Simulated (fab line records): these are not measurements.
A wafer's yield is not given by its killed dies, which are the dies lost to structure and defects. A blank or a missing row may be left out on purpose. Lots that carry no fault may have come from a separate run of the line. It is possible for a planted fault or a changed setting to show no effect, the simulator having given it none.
fab line records	flow n5-finfet
record: lots: 5	wafers: 15	last-day: 19
route steps=1938 shown SD_EPI_N@266 PASSIVATION@1936
lots that met no fault: taken from a fault-free run of the same line
start-h: hours from the record's opening day to when the first of the lot's shown wafers began	wait-h: hours since the lot's step before	" unchanged from the row above	L1.1+2: one row covering several wafers at once	- no value, or no start given	* or withheld: withheld	< > ~ a bound
route shown NAME@n: names a module that has steps shown in the file, with the first one's number in the route	usual: mean/standard deviation taken from wafers without a fault	same: alike in all rows	chamber/n: place in a boat	sites: the reading at each site	_std_site: how widely they spread, as a standard deviation	_edge_site: mean of outer sites minus mean of inner sites	radius-mm: how far each site lies from the wafer's centre	mask NAME#n: copy n	behind: the most recent tool/chamber to have shaped the wafer	hold: cause of the lot's hold/its duration in hours/its outcome	device: whichever transistor did not switch (one of n, p or np)	end of line: at the end of the route, the tests of the same wafers	a step given without rows: its recipe and nothing more	killed: not the wafer's yield, but the dies lost to structure and defects at the first sort	map: a wafer's dies, x killed, . not, _ none there
set.NAME: the setting as run; set.NAME@STEP: as run at that earlier step	model.NAME: the simulator's own value behind a step, which no gauge read
certain route steps with their lots: each step a table, each wafer a row
services: from which hour (start-h, from the record's first day; less than 0 if before it) a tool's chamber was out of use, for how many hours, and why
== steps ==
step: N5_SD_EPI_N_SOFTBAKE_04
recipe: temp-c: 110	time-s: 60	resist: CAR-ArF-block
step: N5_SD_EPI_N_EXPOSE_06
recipe: mask-id: SD_N_BLK	na: 1.35	source-shape: conventional	sigma-outer: 0.8	polarization: unpolarized	target-cd-nm: 120	dose-mj: 39.75
step: N5_SD_EPI_N_PEB_07
recipe: peb-temp-c: 110	peb-time-s: 60	resist: CAR-ArF-block
step: N5_SD_EPI_N_DEVELOP_08
recipe: develop-time-s: 30	developer: TMAH	resist: CAR-ArF-block	dev-temp-c: 23	rinse-liquid: diw	dry: air-spin
step: N5_SD_EPI_N_CD_MEAS_09
recipe: target-cd-nm: 120	landing-energy-ev: 500	detector: se-inlens
usual: cd-nm: 119.9/0.88
lot.wafer	tool	chamber	start-h	wait-h	cd-nm
L146.1	cd-sem-03	0	50.47	-	119.3
L146.3	"	0	"	"	120.0
L146.6	"	0	"	"	120.2
L151.1	cd-sem-03	0	82.22	-	122.2
L151.2	"	0	"	"	120.8
L151.5	"	0	"	"	119.7
L152.3	cd-sem-01	0	86.27	-	119.8
L152.4	"	0	"	"	119.6
L152.5	"	0	"	"	119.3
L153.1	cd-sem-02	0	94.51	-	119.8
L153.4	"	0	"	"	119.1
L153.6	"	0	"	"	119.1
L168.1	cd-sem-02	0	182.70	-	120.3
L168.2	"	0	"	"	119.0
L168.3	"	0	"	"	119.5
step: N5_SD_EPI_N_OVL_MEAS_10
recipe: points-per-wafer: 44
usual: SD_N_BLK_OVL: 0.1/0.79
lot.wafer	tool	chamber	start-h	wait-h	SD_N_BLK_OVL[nm]
L146.1	overlay-01	0	50.50	0.0	1.4
L146.3	"	0	"	"	1.5
L146.6	"	0	"	"	1.1
L151.1	overlay-01	0	82.25	0.0	-0.1
L151.2	"	0	"	"	-1.4
L151.5	"	0	"	"	-0.2
L152.3	overlay-01	0	86.30	0.0	-0.3
L152.4	"	0	"	"	0.6
L152.5	"	0	"	"	-1.3
L153.1	overlay-02	0	94.54	0.0	1.1
L153.4	"	0	"	"	0.2
L153.6	"	0	"	"	-0.5
L168.1	overlay-02	0	182.73	0.0	0.7
L168.2	"	0	"	"	-0.2
L168.3	"	0	"	"	1.0
step: N5_SD_EPI_N_INSPECT_11
recipe: mode: adi	inspect-instrument: macro
usual: raw-defect-count: 2.0/1.4
lot.wafer	tool	chamber	start-h	wait-h	raw-defect-count
L146.1	defect-inspect-02	-	50.52	0.0	2
L146.3	"	-	"	"	3
L146.6	"	-	"	"	3
L151.1	defect-inspect-01	-	82.28	0.0	1
L151.2	"	-	"	"	1
L151.5	"	-	"	"	3
L152.3	defect-inspect-01	-	86.32	0.0	2
L152.4	"	-	"	"	2
L152.5	"	-	"	"	4
L153.1	defect-inspect-02	-	94.57	0.0	0
L153.4	"	-	"	"	1
L153.6	"	-	"	"	4
L168.1	defect-inspect-01	-	182.75	0.0	1
L168.2	"	-	"	"	3
L168.3	"	-	"	"	2
step: N5_SD_EPI_N_DESCUM_14
recipe: chemistry: O2	time-s: 7.9	source-power-w: 50	bias-power-w: 20	pressure-mtorr: 20	rf-frequency-hz: 2.712e+07	temp-c: 40	resist: CAR-ArF-block	o2-flow-sccm: 225
usual: chamber-pressure-mTorr: 20.000/0.018	drypump-motor-current-A: 5.9/0.45	oes-product-au: 0.79/0.072	rf-fwd-power-W: 49.42/0.24	rf-vpp-V: 243.6/1.1	showerhead-plenum-p-Torr: 2.12/0.063	temp-c: 40.00/0.12	throttle-valve-pct: 20.44/0.25
lot.wafer	tool	chamber	start-h	wait-h	chamber-pressure-mTorr	drypump-motor-current-A	oes-product-au	rf-fwd-power-W	rf-hours-counter-h	rf-vpp-V	showerhead-plenum-p-Torr	temp-c	throttle-valve-pct
L146.1	rie-diel-01	0	50.67	0.1	19.984	6.4	0.83	49.67	94	244.6	2.20	40.17	20.47
L146.3	"	3	"	"	20.001	6.2	0.74	49.29	179	243.1	2.10	40.10	20.91
L146.6	"	2	"	"	19.999	6.2	0.69	49.56	-	242.9	2.16	39.72	20.99
L151.1	rie-diel-03	1	82.51	0.2	19.961	5.5	0.85	49.23	52	245.8	2.13	40.04	20.55
L151.2	"	3	"	"	20.015	6.3	0.92	49.21	40	242.9	2.03	40.16	19.84
L151.5	"	0	"	"	20.015	6.1	0.76	49.35	-	244.3	2.13	40.16	20.93
L152.3	rie-diel-03	1	86.35	0.0	20.007	5.5	0.84	49.13	54	244.6	2.13	39.95	20.56
L152.4	"	2	"	"	20.017	5.4	0.76	49.61	142	243.3	2.06	39.85	20.01
L152.5	"	1	"	"	19.993	5.5	0.84	49.11	-	244.1	2.13	39.83	20.53
L153.1	rie-diel-06	3	95.01	0.4	19.980	5.3	0.90	49.07	9	244.2	2.15	40.05	20.38
L153.4	"	1	"	"	19.977	6.5	0.72	49.13	209	244.1	2.13	40.07	20.48
L153.6	"	2	"	"	19.978	5.4	0.77	49.61	-	243.4	2.09	39.84	20.27
L168.1	rie-diel-01	0	182.79	0.0	19.985	6.4	0.77	49.70	143	246.5	2.18	40.01	20.55
L168.2	"	1	"	"	20.007	5.9	0.71	49.35	171	241.4	1.98	39.84	20.26
L168.3	"	3	"	"	20.000	6.1	0.70	49.49	226	242.7	2.08	39.90	20.98
step: N5_SD_EPI_N_ETCH_34
recipe: chemistry: CF4	target: SiARC	target-depth-a: 455	mask-material: CAR-ArF-block	time-s: 75.8	ion-energy-ev: 80	pressure-mtorr: 40	source-w: 545	bias-w: 36	Ar_flow_sccm: 100	cf4-flow-sccm: 100	ends: cleared
usual: chamber-pressure-mTorr: 40.00/0.035	drypump-motor-current-A: 5.9/0.45	etch-rf-on-time-s: 77.3/2.8	oes-product-au: 0.66/0.06	rf-fwd-power-W: 539.9/2.2	rf-vpp-V: 184.4/1	showerhead-plenum-p-Torr: 2.17/0.061	throttle-valve-pct: 15.66/0.18
lot.wafer	tool	chamber	start-h	wait-h	chamber-pressure-mTorr	drypump-motor-current-A	etch-rf-on-time-s	oes-product-au	rf-fwd-power-W	rf-hours-counter-h	rf-vpp-V	showerhead-plenum-p-Torr	throttle-valve-pct
L146.1	rie-diel-01	0	50.71	0.0	39.98	6.4	81.7	0.69	541.8	94	184.8	2.25	15.63
L146.3	"	3	"	"	39.96	6.2	71.1	0.66	539.2	179	184.4	2.13	15.84
L146.6	"	2	"	"	39.97	6.2	77.8	0.58	541.0	-	184.5	2.19	16.08
L151.1	rie-diel-03	1	82.54	0.0	39.97	5.5	77.3	0.72	537.8	52	184.6	2.18	15.76
L151.2	"	3	"	"	40.00	6.3	76.3	0.75	537.9	40	183.9	2.10	15.18
L151.5	"	0	"	"	40.07	6.1	73.8	0.64	538.5	-	184.1	2.15	15.86
L152.3	rie-diel-03	1	86.39	0.0	39.96	5.4	77.0	0.72	535.7	54	186.2	2.18	15.77
L152.4	"	2	"	"	40.02	5.4	78.7	0.64	539.8	142	183.5	2.14	15.35
L152.5	"	1	"	"	39.99	5.5	76.9	0.72	537.0	-	186.9	2.18	15.77
L153.1	rie-diel-06	3	95.04	0.0	39.97	5.3	80.0	0.75	539.4	9	185.4	2.20	15.52
L153.4	"	1	"	"	40.04	6.5	79.1	0.60	536.1	209	184.5	2.20	15.86
L153.6	"	2	"	"	39.97	5.4	78.1	0.64	540.0	-	183.9	2.13	15.51
L168.1	rie-diel-01	0	182.82	0.0	39.98	6.4	82.3	0.64	543.7	143	185.1	2.23	15.73
L168.2	"	1	"	"	40.03	6.0	79.0	0.60	542.4	171	183.2	2.05	15.63
L168.3	"	3	"	"	40.06	6.1	73.3	0.61	542.2	226	184.2	2.11	15.94
step: N5_SD_EPI_N_ETCH_35
recipe: chemistry: N2/H2	target: SOC	overetch-a: 1080	mask-material: SiARC	temp-c: 40	ion-energy-ev: 100	source-w: 3000	bias-w: 133	pressure-mtorr: 20	time-s: 486	n2-flow-sccm: 200	h2-flow-sccm: 200
usual: chamber-pressure-mTorr: 19.998/0.021	drypump-motor-current-A: 5.9/0.45	oes-product-au: 0.70/0.062	rf-fwd-power-W: 2996/9.1	rf-vpp-V: 240.9/1.2	showerhead-plenum-p-Torr: 2.56/0.074	temp-c: 40.00/0.11	throttle-valve-pct: 23.7/0.32
lot.wafer	tool	chamber	start-h	wait-h	chamber-pressure-mTorr	drypump-motor-current-A	oes-product-au	rf-fwd-power-W	rf-hours-counter-h	rf-vpp-V	showerhead-plenum-p-Torr	temp-c	throttle-valve-pct
L146.1	rie-diel-01	0	50.76	0.0	19.991	6.5	0.74	3011	94	243.0	2.66	40.06	24.0
L146.3	"	3	"	"	20.003	6.1	0.67	2984	179	240.1	2.53	39.89	24.2
L146.6	"	2	"	"	20.036	6.2	0.61	3002	-	240.5	2.61	40.04	24.2
L151.1	rie-diel-03	1	82.60	0.0	19.996	5.5	0.76	2985	52	242.6	2.59	40.13	23.7
L151.2	"	3	"	"	20.022	6.3	0.79	2994	40	240.5	2.47	40.04	23.3
L151.5	"	0	"	"	19.980	6.1	0.66	2991	-	240.4	2.51	40.27	23.7
L152.3	rie-diel-03	1	86.45	0.0	19.971	5.5	0.76	3003	54	240.5	2.59	39.79	23.8
L152.4	"	2	"	"	20.016	5.4	0.68	3010	142	241.5	2.56	40.11	23.8
L152.5	"	1	"	"	20.018	5.5	0.76	2991	-	241.0	2.59	39.92	23.7
L153.1	rie-diel-06	3	95.10	0.0	19.990	5.3	0.82	2997	9	242.8	2.59	39.88	23.6
L153.4	"	1	"	"	19.968	6.5	0.65	2991	209	240.7	2.62	39.88	24.2
L153.6	"	2	"	"	19.998	5.4	0.69	3012	-	239.1	2.54	39.98	23.6
L168.1	rie-diel-01	0	182.88	0.0	19.984	6.4	0.70	3000	143	241.5	2.64	40.04	24.0
L168.2	"	1	"	"	19.972	5.9	0.64	2985	171	238.9	2.40	40.03	23.3
L168.3	"	3	"	"	20.015	6.2	0.64	2992	227	241.0	2.51	39.93	24.3
step: N5_SD_EPI_N_STRIP_36
recipe: chemistry: N2/H2	temp-c: 40	n2-flow-sccm: 200	h2-flow-sccm: 200	rf-frequency-hz: 6e+07
step: N5_SD_EPI_N_ETCHBACK_44
recipe: chemistry: CH3F/O2	mode: anisotropic-etchback	target: SiNx	target-depth-a: 145	stop-on: SiO2	over-etch-frac: 0.3	ion-energy-ev: 120	pressure-mtorr: 30	source-w: 395	bias-w: 73	Ar_flow_sccm: 150	CH3F_flow_sccm: 30	O2_flow_sccm: 20
usual: chamber-pressure-mTorr: 30.002/0.03	drypump-motor-current-A: 5.9/0.45	oes_ar_750_au: 0.78/0.066	oes-product-au: 0.67/0.058	rf-fwd-power-W: 393.5/1.3	rf-vpp-V: 295/7.7	showerhead-plenum-p-Torr: 2.03/0.056	throttle-valve-pct: 16.41/0.2
lot.wafer	tool	chamber	start-h	wait-h	chamber-pressure-mTorr	drypump-motor-current-A	oes_ar_750_au	oes-product-au	rf-fwd-power-W	rf-hours-counter-h	rf-vpp-V	showerhead-plenum-p-Torr	throttle-valve-pct
L146.1	rie-diel-01	0	51.09	0.0	30.021	6.4	0.79	0.71	394.5	94	300	2.09	16.30
L146.3	"	3	"	"	29.996	6.1	0.76	0.64	394.0	179	306	1.99	16.62
L146.6	"	2	"	"	29.985	6.2	0.68	0.59	393.2	-	295	2.05	16.84
L151.1	rie-diel-03	1	82.92	0.0	30.036	5.5	0.85	0.72	392.3	52	295	2.04	16.47
L151.2	"	3	"	"	29.984	6.3	0.86	0.76	392.3	40	296	1.95	15.85
L151.5	"	0	"	"	30.002	6.1	0.78	0.64	395.7	-	278	2.03	16.71
L152.3	rie-diel-03	1	86.77	0.0	29.991	5.5	0.85	0.72	391.8	54	294	2.04	16.46
L152.4	"	2	"	"	30.009	5.4	0.74	0.64	396.2	142	302	1.99	16.04
L152.5	"	1	"	"	29.978	5.5	0.85	0.72	392.8	-	296	2.04	16.47
L153.1	rie-diel-06	3	95.42	0.0	29.996	5.3	0.89	0.79	391.3	9	297	2.07	16.36
L153.4	"	1	"	"	30.036	6.5	0.72	0.62	390.8	209	304	2.07	16.64
L153.6	"	2	"	"	29.982	5.4	0.76	0.65	392.5	-	289	1.99	16.23
L168.1	rie-diel-01	0	183.20	0.0	30.055	6.5	0.76	0.67	395.7	143	300	2.08	16.39
L168.2	"	1	"	"	30.003	6.0	0.71	0.61	394.3	172	296	1.92	16.46
L168.3	"	3	"	"	30.032	6.1	0.73	0.60	394.1	227	305	1.97	16.71
step: N5_SD_EPI_N_ETCH_45
recipe: chemistry: CH3F/O2	target: SiOCN	target-depth-a: 60	mask-material: SOC	ion-energy-ev: 60	bias-w: 29	pressure-mtorr: 15	source-w: 410	Ar_flow_sccm: 150	CH3F_flow_sccm: 30	O2_flow_sccm: 20
usual: chamber-pressure-mTorr: 14.999/0.014	drypump-motor-current-A: 5.9/0.45	oes-product-au: 0.78/0.07	rf-fwd-power-W: 408.2/1.3	rf-vpp-V: 127.6/1	showerhead-plenum-p-Torr: 2.02/0.056	throttle-valve-pct: 23.38/0.25
lot.wafer	tool	chamber	start-h	wait-h	chamber-pressure-mTorr	drypump-motor-current-A	oes-product-au	rf-fwd-power-W	rf-hours-counter-h	rf-vpp-V	showerhead-plenum-p-Torr	throttle-valve-pct	model.etch.depth-nm
L146.1	rie-diel-01	0	51.19	0.1	15.005	6.4	0.81	410.8	94	128.1	2.09	23.36	5.738
L146.3	"	3	"	"	15.001	6.1	0.77	410.1	179	128.4	1.98	23.72	6.345
L146.6	"	2	"	"	14.990	6.2	0.68	406.5	-	127.0	2.05	23.90	5.917
L151.1	rie-diel-03	1	83.02	0.1	14.989	5.5	0.85	408.1	52	128.6	2.03	23.42	5.94
L151.2	"	3	"	"	14.987	6.3	0.90	407.2	40	126.1	1.94	22.81	6.136
L151.5	"	0	"	"	14.986	6.1	0.76	407.0	-	128.3	2.02	23.77	6.092
L152.3	rie-diel-03	1	86.87	0.1	15.001	5.5	0.84	408.7	54	126.6	2.03	23.41	5.983
L152.4	"	2	"	"	14.981	5.4	0.75	407.7	142	127.4	1.98	23.01	5.941
L152.5	"	1	"	"	14.992	5.5	0.84	409.5	-	127.3	2.03	23.40	5.956
L153.1	rie-diel-06	3	95.52	0.1	14.991	5.3	0.90	407.9	10	127.6	2.06	23.46	5.918
L153.4	"	1	"	"	14.993	6.5	0.72	408.0	209	126.7	2.06	23.58	5.914
L153.6	"	2	"	"	15.020	5.3	0.75	407.7	-	127.7	1.98	23.04	5.84
L168.1	rie-diel-01	0	183.30	0.1	15.036	6.5	0.59	410.7	143	128.4	2.07	23.41	3.591
L168.2	"	1	"	"	15.001	5.9	0.70	407.4	172	126.6	1.92	23.32	5.924
L168.3	"	3	"	"	15.011	6.1	0.73	409.9	227	127.1	1.97	23.78	6.214
step: N5_SD_EPI_N_ETCH_16
recipe: chemistry: CHF3/O2	target: SiO2	target-depth-a: 50	mask-material: SOC	pressure-mtorr: 30	source-w: 650	bias-w: 170	Ar_flow_sccm: 200	CHF3_flow_sccm: 50	O2_flow_sccm: 5	ion-energy-ev: 200
usual: chamber-pressure-mTorr: 29.995/0.028	drypump-motor-current-A: 5.9/0.45	oes_ar_750_au: 0.78/0.066	oes-product-au: 0.78/0.07	rf-fwd-power-W: 643.6/2.8	rf-vpp-V: 521/14	showerhead-plenum-p-Torr: 2.44/0.067	throttle-valve-pct: 18.97/0.22
lot.wafer	tool	chamber	start-h	wait-h	chamber-pressure-mTorr	drypump-motor-current-A	oes_ar_750_au	oes-product-au	rf-fwd-power-W	rf-hours-counter-h	rf-vpp-V	showerhead-plenum-p-Torr	throttle-valve-pct
L146.1	rie-diel-01	0	51.29	0.1	30.005	6.5	0.80	0.80	644.0	94	530	2.52	18.85
L146.3	"	3	"	"	29.981	6.1	0.76	0.77	643.6	179	537	2.40	19.23
L146.6	"	2	"	"	29.998	6.2	0.68	0.68	642.9	-	522	2.48	19.38
L151.1	rie-diel-03	1	83.12	0.1	29.984	5.5	0.86	0.85	640.7	52	519	2.45	19.05
L151.2	"	3	"	"	30.025	6.3	0.87	0.90	643.7	40	522	2.35	18.42
L151.5	"	0	"	"	29.978	6.1	0.77	0.74	640.6	-	491	2.43	19.25
L152.3	rie-diel-03	1	86.97	0.1	29.977	5.5	0.85	0.84	643.2	54	518	2.45	19.03
L152.4	"	2	"	"	29.985	5.4	0.74	0.75	644.1	142	531	2.40	18.59
L152.5	"	1	"	"	29.989	5.5	0.85	0.83	640.9	-	520	2.45	19.04
L153.1	rie-diel-06	3	95.62	0.1	29.978	5.3	0.89	0.90	639.2	10	526	2.49	18.95
L153.4	"	1	"	"	29.995	6.5	0.71	0.71	642.6	209	536	2.49	19.21
L153.6	"	2	"	"	29.989	5.4	0.76	0.76	644.7	-	506	2.39	18.73
L168.1	rie-diel-01	0	183.40	0.1	29.965	6.4	0.76	0.76	649.4	143	528	2.50	18.95
L168.2	"	1	"	"	29.931	6.0	0.70	0.71	640.7	172	524	2.32	18.95
L168.3	"	3	"	"	29.972	6.1	0.72	0.73	645.9	227	537	2.38	19.28
step: N5_PASSIVATION_PROBE_49
usual: killed_at_M0_to_M3: 33/11	killed_at_M4_up: 13/5.2	killed-at-contacts: 11/5.7	killed-at-front-end: 39/11	killed-at-other: 4/3	killed-dies: 101/20	killed-open: 66/15	killed-short: 33/8.4
same: gross-dies: 1180	killed-at-back-side: 0
lot.wafer	tool	chamber	start-h	wait-h	killed_at_M0_to_M3	killed_at_M4_up	killed-at-contacts	killed-at-front-end	killed-at-other	killed-dies	killed-open	killed-short
L146.1	prober-02	-	288.05	0.0	29	17	8	57	0	111	73	36
L146.3	prober-02	-	288.15	0.1	30	18	9	40	1	98	66	31
L146.6	prober-02	-	288.30	0.3	34	23	1	39	0	97	60	33
L151.1	prober-01	-	319.97	0.0	30	20	18	37	3	108	74	31
L151.2	prober-01	-	320.02	0.1	32	15	9	40	2	98	53	43
L151.5	prober-01	-	320.17	0.2	32	14	11	32	2	91	59	31
L152.3	prober-02	-	321.33	0.2	32	9	11	32	1	85	48	33
L152.4	prober-02	-	321.38	0.3	28	7	7	18	3	63	38	21
L152.5	prober-02	-	321.43	0.3	19	10	3	31	2	65	41	22
L168.3	prober-02	-	447.91	0.1	17	11	13	71	1	113	76	25
killed by level:class
L146.1 STI_FIN_REVEAL:geometric-particle:open=16 FIN_SAQP:geometric-particle:short=12 FIN_SAQP:geometric-particle:open=11 BEOL_M1:geometric-particle:open=7 MOL_CONTACT_COAG:geometric-particle:open=7 BEOL_M4:geometric-particle:open=5 STI_FIN_REVEAL:geometric-particle:short=5 BEOL_M0_SAQP:geometric-particle:short=5
L146.3 BEOL_M3:geometric-particle:open=9 BEOL_M1:geometric-particle:open=9 MOL_CONTACT_COAG:geometric-particle:open=8 FIN_SAQP:geometric-particle:short=7 FIN_SAQP:geometric-particle:open=7 GATE_CUT:geometric-particle:open=6 DUMMY_GATE:geometric-particle:open=5 STI_FIN_REVEAL:geometric-particle:open=4
L146.6 FIN_SAQP:geometric-particle:open=12 BEOL_M0_SAQP:geometric-particle:short=12 BEOL_M0_SAQP:geometric-particle:open=8 FIN_SAQP:geometric-particle:short=7 STI_FIN_REVEAL:geometric-particle:open=7 BEOL_M1:geometric-particle:open=6 BEOL_M4:geometric-particle:open=6 BEOL_M8:geometric-particle:open=4
L151.1 BEOL_M4:geometric-particle:open=15 MOL_CONTACT_COAG:geometric-particle:open=14 BEOL_M3:geometric-particle:open=9 FIN_SAQP:geometric-particle:open=7 BEOL_M0_SAQP:geometric-particle:short=6 ILD0:geometric-particle:open=5 GATE_CUT:geometric-particle:short=5 FIN_SAQP:geometric-particle:short=4
L151.2 GATE_CUT:geometric-particle:short=13 FIN_SAQP:geometric-particle:open=9 BEOL_M3:geometric-particle:open=9 MOL_CONTACT_COAG:geometric-particle:open=7 BEOL_M0_SAQP:geometric-particle:short=7 DUMMY_GATE:geometric-particle:short=4 BEOL_M0_SAQP:geometric-particle:open=4 BEOL_M1:geometric-particle:short=4
L151.5 GATE_CUT:geometric-particle:short=9 BEOL_M2:geometric-particle:open=9 MOL_CONTACT_COAG:geometric-particle:open=8 BEOL_M1:geometric-particle:open=7 BEOL_M4:geometric-particle:open=7 GATE_CUT:geometric-particle:open=5 BEOL_M3:geometric-particle:open=5 BEOL_M0_SAQP:geometric-particle:short=3
L152.3 BEOL_M3:geometric-particle:short=9 MOL_CONTACT_COAG:geometric-particle:open=8 FIN_SAQP:geometric-particle:open=6 BEOL_M1:geometric-particle:open=6 BEOL_M3:geometric-particle:open=6 BEOL_M0_SAQP:geometric-particle:open=5 FIN_SAQP:geometric-particle:short=4 ILD0:geometric-particle:open=4
L152.4 BEOL_M0_SAQP:geometric-particle:open=6 BEOL_M3:geometric-particle:open=6 MOL_CONTACT_COAG:geometric-particle:open=5 BEOL_M3:geometric-particle:short=5 BEOL_M0_SAQP:geometric-particle:short=4 BEOL_M2:geometric-particle:open=4 FIN_SAQP:geometric-particle:open=3 STI_FIN_REVEAL:geometric-particle:open=3
L152.5 DUMMY_GATE:geometric-particle:open=7 BEOL_M0_SAQP:geometric-particle:short=6 BEOL_M5:geometric-particle:open=5 BEOL_M3:geometric-particle:open=4 FIN_SAQP:geometric-particle:open=3 FIN_SAQP:geometric-particle:short=3 STI_FIN_REVEAL:geometric-particle:open=3 GATE_CUT:geometric-particle:open=3
L168.3 FIN_SAQP:geometric-particle:open=23 MOL_CONTACT_COAG:geometric-particle:open=13 STI_FIN_REVEAL:geometric-particle:open=10 HKMG_FIN:area-etch=10 FIN_SAQP:geometric-particle:short=7 DUMMY_GATE:geometric-particle:open=6 GATE_CUT:geometric-particle:short=4 STARTING-WAFER:geometric-particle:short=4
== services ==
tool	chamber	start-h	hours	kind
rie-diel-06	0	27.07	16.7	repair
rie-diel-06	3	46.41	-	clean
rie-diel-06	3	46.41	-	consumable-replace:focus-ring
rie-diel-06	3	46.41	16.0	scheduled-down
rie-diel-06	3	46.41	16.0	vent-cycle
rie-diel-03	3	52.75	23.1	repair
rie-diel-01	2	66.15	-	clean
rie-diel-01	2	66.15	-	consumable-replace:focus-ring
rie-diel-01	2	66.15	18.8	scheduled-down
rie-diel-01	2	66.15	18.8	vent-cycle
rie-diel-03	1	92.41	36.0	repair
== key ==
first-sign none at tools or gauges
model-effect: step: N5_SD_EPI_N_ETCH_45	value: etch.depth-nm	without: 5.786	struck: 3.591
met-at N5_SD_EPI_N_ETCH_45
struck-wafers L168.1
tester-left-out L168
baseline-loss: step: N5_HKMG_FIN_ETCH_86	wafers: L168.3
onset-between 51.19 183.30
fault: kind: process-parameter-drift	tool: rie-diel-01	chamber: -	onset-h: 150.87	steps: N5_SD_EPI_N_ETCH_45	channel: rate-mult	offset: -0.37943	shape: step	end-h: 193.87	scope: struck-wafers-only
tester-left-out: of these lots the tester's yield and bins aren't shown, on N5 and GAA mostly nor the transistor test; their killed dies are dies lost to structure and defects alone, not to doping, threshold or leakage, so they don't give the yield
baseline-loss: these wafers lose ten dies or more at that step, a loss of the line's own and not of a fault; the sort's usual values leave them out
